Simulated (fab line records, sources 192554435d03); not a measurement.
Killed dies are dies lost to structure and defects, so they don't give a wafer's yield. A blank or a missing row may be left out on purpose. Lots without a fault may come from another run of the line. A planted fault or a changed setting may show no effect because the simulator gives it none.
Chamber matching | flow n5_finfet | N5_BEOL_M5_ILD_DEP_00 on pecvd-02: 3 sister chambers
The step deposits SiCOH lowk from DEMS/porogen, target thk 140.64 nm, time 25.9 s. 6 wafers are shown with their chamber, then 10 later ones without.

WAFERS WITH THEIR CHAMBER
wafer  | chamber | heater_power_w (W) | throttle_valve_pct (%)
L087.1 | 2       | 223                | 12.3
L088.5 | 0       | 261                | 14.5
L089.5 | 1       | 239                | 13.7
L089.6 | 2       | 224                | 12.5
L090.3 | 1       | 247                | 13.7
L090.4 | 0       | 256                | 14.6

WAFERS WITHOUT THEIR CHAMBER
wafer  | heater_power_w (W) | throttle_valve_pct (%)
L090.6 | 264                | 12.5
L091.1 | 226                | 13.4
L091.5 | 247                | 12.3
L091.6 | 242                | 13.8
L093.1 | 255                | 12.6
L093.4 | 237                | 14.2
L093.6 | 282                | 14.1
L097.1 | 249                | 12.4
L097.5 | 277                | 14.4
L097.6 | 250                | 12.6

WHICH CHAMBER EACH WENT THROUGH
wafer  | from the rows above     | in truth
L090.6 | 2                       | 2
L091.1 | 1                       | 1
L091.5 | 2                       | 2
L091.6 | 1                       | 1
L093.1 | 2                       | 2
L093.4 | can't be placed: 1 or 0 | 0
L093.6 | 0                       | 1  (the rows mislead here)
L097.1 | 2                       | 2
L097.5 | 0                       | 0
L097.6 | 2                       | 2
Placed correctly: 8 of 10. Can't be placed from these rows: 1 (the true chamber is among the candidates in 1). Placed wrongly: 1.
How it was worked out, from the rows above alone: a wafer's distance from a chamber is the root of the sum, over the readings, of the square of ((its reading less the chamber's mean) divided by the reading's scatter). The wafer belongs to the nearest chamber; if the next one is less than 2 further off, it can't be placed. A chamber's mean is the mean of its shown wafers. The scatter: the root of (the sum of the squares of (reading less its chamber's mean) over the shown wafers, divided by (wafers less chambers)).
